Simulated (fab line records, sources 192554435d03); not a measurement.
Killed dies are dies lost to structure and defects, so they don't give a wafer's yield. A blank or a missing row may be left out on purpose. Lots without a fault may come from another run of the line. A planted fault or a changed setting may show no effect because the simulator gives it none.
Split-lot experiment | flow n5_finfet | 7 lots, 21 wafers read, on a route of 1938 steps

THE SPLIT
At N5_SDB_EXPOSE_08 (exposes mask SDB), the setting dose_mj was moved away from the recipe's 49.6 on 6 of the 21 wafers read, by -6.9% to +5.1%. The other wafers ran this setting at the recipe's value.

FROM THE SPLIT TO THE READING: what the file shows between them, 2 steps
- N5_SDB_PEB_09: peb time 60 s
- N5_SDB_DEVELOP_10: develop time 30 s

THE READING
cd_nm, in nm, at N5_SDB_CD_MEAS_11 (target cd 50 nm). Fault-free wafers of this fab line usually give 50.4 nm, standard deviation 1.2 nm.

wafer  | tool, chamber at the split | dose_mj as run | against the recipe | cd_nm, nm | against lot-mates on the recipe
L075.1 | arfi_scanner-03, 0         | 50.8           | +2.4%              | 52.2      | +2.7
L075.3 | arfi_scanner-03, 0         | 49.6           | recipe             | 49.5      | -
L075.6 | arfi_scanner-03, 0         | 50.8           | +2.4%              | 55.6      | +6.1
L076.2 | arfi_scanner-03, 0         | 49.6           | recipe             | 49.6      | -
L076.3 | arfi_scanner-03, 0         | 49.6           | recipe             | 49.3      | -
L076.6 | arfi_scanner-03, 0         | 49.6           | recipe             | 48.7      | -
L079.2 | arfi_scanner-03, 0         | 49.6           | recipe             | 50.1      | -
L079.3 | arfi_scanner-03, 0         | 49.6           | recipe             | 50.0      | -
L079.4 | arfi_scanner-03, 0         | 49.6           | recipe             | 51.0      | -
L083.1 | arfi_scanner-02, 0         | 49.6           | recipe             | 50.6      | -
L083.3 | arfi_scanner-02, 0         | 49.6           | recipe             | 48.6      | -
L083.5 | arfi_scanner-02, 0         | 46.18          | -6.9%              | 41.9      | -7.7
L091.3 | arfi_scanner-03, 0         | 49.6           | recipe             | 50.1      | -
L091.4 | arfi_scanner-03, 0         | 52.06          | +5.0%              | 55.9      | +5.5
L091.5 | arfi_scanner-03, 0         | 49.6           | recipe             | 50.6      | -
L092.4 | arfi_scanner-02, 0         | 49.6           | recipe             | 51.1      | -
L092.5 | arfi_scanner-02, 0         | 49.6           | recipe             | 49.9      | -
L092.6 | arfi_scanner-02, 0         | 47.82          | -3.6%              | 44.7      | -5.8
L094.2 | arfi_scanner-03, 0         | 49.6           | recipe             | 50.8      | -
L094.3 | arfi_scanner-03, 0         | 52.14          | +5.1%              | 56.5      | +5.7
L094.4 | arfi_scanner-03, 0         | 49.6           | recipe             | 50.8      | -

THE FIT
A straight line over all 21 wafers: cd_nm changes by +1.27 nm for each +1% of dose_mj; r = +0.96; the points scatter about the line by 0.94 nm.
The same after taking each lot's own level away (the mean of its wafers on the recipe; 21 wafers): +1.23 nm for each +1%; r = +0.96; scatter 0.94 nm.
On that fit, the largest move of dose_mj shifts the reading by 8.5 nm.
The lots' own levels span 49.20 to 50.80 nm, that is 1.3 times the standard deviation above.
So the lot-to-lot level changes the slope little: the two slopes agree.
Check: with one of the wafers moved furthest among these (-6.9%) left out of the fit, the line predicts -9.1 nm for it against its lot-mates. It came out at -7.7 nm against them.

OTHER SPLITS ON THESE WAFERS
These wafers also went through other splits before the reading. Each is held against what the fit with the lots' levels taken away leaves over:
other split on the same wafers | wafers away from the commonest value | r with cd_nm (lot level and that fit taken away)
N5_DUMMY_GATE_ETCH_32 time_s   | 8                                    | +0.09
N5_SD_EPI_P_COAT_34 spin_rpm   | 9                                    | +0.04

THE FILE'S OWN FIT
cd_nm changes by +1.21 nm for each +1% of dose_mj, r = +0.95.
